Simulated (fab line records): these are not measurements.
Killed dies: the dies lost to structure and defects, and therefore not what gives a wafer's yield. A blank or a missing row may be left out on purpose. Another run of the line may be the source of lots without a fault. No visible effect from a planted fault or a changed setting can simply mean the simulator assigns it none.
Split-lot study || flow n5_finfet || 21 wafers read from 7 lots, route of 1938 steps

## ON THE SPLIT
At N5_BEOL_M15_ETCH_61 (etches BARC in N2/H2, target depth 89 nm, overetch 26.7 nm, time 67.9 s), the setting time_s was moved away from the recipe's 67.9 s on 6 of the 21 wafers read, by -20.5% to +20.1%. The other wafers ran this setting at the recipe's value.

The reading is taken at the split's own step.

## THE READING
coat_of_BEOL_M15_COAT_22.thk_nm (the simulator's own value, which no gauge read), in nm, at N5_BEOL_M15_ETCH_61 (etches BARC in N2/H2, target depth 89 nm, overetch 26.7 nm, time 67.9 s). The file does not state a usual value for it. Here, 15 wafers ran the recipe; their average is 718.7 nm with a standard deviation of 3.9 nm.

{"wafer": "L083.1", "tool, chamber at the split": "rie_diel-02, 1", "time_s as run, s": 81.37, "against the recipe": "+19.8%", "coat_of_BEOL_M15_COAT_22.thk_nm, nm": 703.2, "against lot-mates on the recipe": -20.9}
{"wafer": "L083.3", "tool, chamber at the split": "rie_diel-02, 3", "time_s as run, s": 67.9, "against the recipe": "recipe", "coat_of_BEOL_M15_COAT_22.thk_nm, nm": 725.8, "against lot-mates on the recipe": "-"}
{"wafer": "L083.4", "tool, chamber at the split": "rie_diel-02, 0", "time_s as run, s": 67.9, "against the recipe": "recipe", "coat_of_BEOL_M15_COAT_22.thk_nm, nm": 722.4, "against lot-mates on the recipe": "-"}
{"wafer": "L085.2", "tool, chamber at the split": "rie_diel-02, 0", "time_s as run, s": 67.9, "against the recipe": "recipe", "coat_of_BEOL_M15_COAT_22.thk_nm, nm": 720.4, "against lot-mates on the recipe": "-"}
{"wafer": "L085.3", "tool, chamber at the split": "rie_diel-02, 2", "time_s as run, s": 67.9, "against the recipe": "recipe", "coat_of_BEOL_M15_COAT_22.thk_nm, nm": 715.2, "against lot-mates on the recipe": "-"}
{"wafer": "L085.6", "tool, chamber at the split": "rie_diel-02, 2", "time_s as run, s": 67.9, "against the recipe": "recipe", "coat_of_BEOL_M15_COAT_22.thk_nm, nm": 714.2, "against lot-mates on the recipe": "-"}
{"wafer": "L089.4", "tool, chamber at the split": "rie_diel-02, 0", "time_s as run, s": 67.9, "against the recipe": "recipe", "coat_of_BEOL_M15_COAT_22.thk_nm, nm": 723.8, "against lot-mates on the recipe": "-"}
{"wafer": "L089.5", "tool, chamber at the split": "rie_diel-02, 2", "time_s as run, s": 67.9, "against the recipe": "recipe", "coat_of_BEOL_M15_COAT_22.thk_nm, nm": 718.6, "against lot-mates on the recipe": "-"}
{"wafer": "L089.6", "tool, chamber at the split": "rie_diel-02, 3", "time_s as run, s": 81.55, "against the recipe": "+20.1%", "coat_of_BEOL_M15_COAT_22.thk_nm, nm": 710.2, "against lot-mates on the recipe": -11.0}
{"wafer": "L092.1", "tool, chamber at the split": "rie_diel-03, 1", "time_s as run, s": 67.9, "against the recipe": "recipe", "coat_of_BEOL_M15_COAT_22.thk_nm, nm": 716.6, "against lot-mates on the recipe": "-"}
{"wafer": "L092.2", "tool, chamber at the split": "rie_diel-03, 0", "time_s as run, s": 67.9, "against the recipe": "recipe", "coat_of_BEOL_M15_COAT_22.thk_nm, nm": 725, "against lot-mates on the recipe": "-"}
{"wafer": "L092.5", "tool, chamber at the split": "rie_diel-03, 1", "time_s as run, s": 67.9, "against the recipe": "recipe", "coat_of_BEOL_M15_COAT_22.thk_nm, nm": 719, "against lot-mates on the recipe": "-"}
{"wafer": "L094.1", "tool, chamber at the split": "rie_diel-03, 1", "time_s as run, s": 54.47, "against the recipe": "-19.8%", "coat_of_BEOL_M15_COAT_22.thk_nm, nm": 725.6, "against lot-mates on the recipe": "+9.2"}
{"wafer": "L094.4", "tool, chamber at the split": "rie_diel-03, 2", "time_s as run, s": 54.47, "against the recipe": "-19.8%", "coat_of_BEOL_M15_COAT_22.thk_nm, nm": 725.2, "against lot-mates on the recipe": "+8.8"}
{"wafer": "L094.5", "tool, chamber at the split": "rie_diel-03, 0", "time_s as run, s": 67.9, "against the recipe": "recipe", "coat_of_BEOL_M15_COAT_22.thk_nm, nm": 716.4, "against lot-mates on the recipe": "-"}
{"wafer": "L090.1", "tool, chamber at the split": "rie_diel-03, 3", "time_s as run, s": 79.03, "against the recipe": "+16.4%", "coat_of_BEOL_M15_COAT_22.thk_nm, nm": 705.8, "against lot-mates on the recipe": -12.1}
{"wafer": "L090.2", "tool, chamber at the split": "rie_diel-03, 2", "time_s as run, s": 67.9, "against the recipe": "recipe", "coat_of_BEOL_M15_COAT_22.thk_nm, nm": 718.2, "against lot-mates on the recipe": "-"}
{"wafer": "L090.5", "tool, chamber at the split": "rie_diel-03, 2", "time_s as run, s": 67.9, "against the recipe": "recipe", "coat_of_BEOL_M15_COAT_22.thk_nm, nm": 717.6, "against lot-mates on the recipe": "-"}
{"wafer": "L095.2", "tool, chamber at the split": "rie_diel-06, 1", "time_s as run, s": 67.9, "against the recipe": "recipe", "coat_of_BEOL_M15_COAT_22.thk_nm, nm": 713.8, "against lot-mates on the recipe": "-"}
{"wafer": "L095.4", "tool, chamber at the split": "rie_diel-06, 3", "time_s as run, s": 67.9, "against the recipe": "recipe", "coat_of_BEOL_M15_COAT_22.thk_nm, nm": 714, "against lot-mates on the recipe": "-"}
{"wafer": "L095.6", "tool, chamber at the split": "rie_diel-06, 3", "time_s as run, s": 53.96, "against the recipe": "-20.5%", "coat_of_BEOL_M15_COAT_22.thk_nm, nm": 728.2, "against lot-mates on the recipe": "+14.3"}

THE FIT
A straight line over all 21 wafers: coat_of_BEOL_M15_COAT_22.thk_nm changes by -0.508 nm for each +1% of time_s; r = -0.82; the points scatter about the line by 3.9 nm.
The same after taking each lot's own level away (the mean of its wafers on the recipe; 21 wafers): -0.655 nm for each +1%; r = -0.92; scatter 3 nm.
That fit puts the effect of the largest move of time_s on the reading at 13 nm.
The span of the lots' own levels, 713.90 to 724.10 nm, comes to 2.6 times the standard deviation stated above.
In other words, the slope is changed by the lot-to-lot level; the two fits disagree.
Check: +12.3 nm against its lot-mates is what the line predicts for one of the wafers moved furthest among these (-20.5%) when that wafer is left out of the fit. Against them it came out at +14.3 nm.

## THE OTHER SPLITS THESE WAFERS WENT THROUGH
Note: prior to the reading, these wafers also went through further splits. Each is held against what the fit with the lots' levels taken away leaves over:
{"other split on the same wafers": "N5_BEOL_M13_ILD_DEP_00 time_s", "wafers away from the commonest value": 7, "r with coat_of_BEOL_M15_COAT_22.thk_nm (lot level and that fit taken away)": "+0.27"}
{"other split on the same wafers": "N5_BEOL_M14_ILD_DEP_00 time_s", "wafers away from the commonest value": 6, "r with coat_of_BEOL_M15_COAT_22.thk_nm (lot level and that fit taken away)": -0.12}
{"other split on the same wafers": "N5_BEOL_M14_PEB_08 peb_temp_c", "wafers away from the commonest value": 3, "r with coat_of_BEOL_M15_COAT_22.thk_nm (lot level and that fit taken away)": "+0.00"}

## FILE'S OWN FIT
coat_of_BEOL_M15_COAT_22.thk_nm changes by -0.695 nm for each +1% of time_s, r = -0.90.
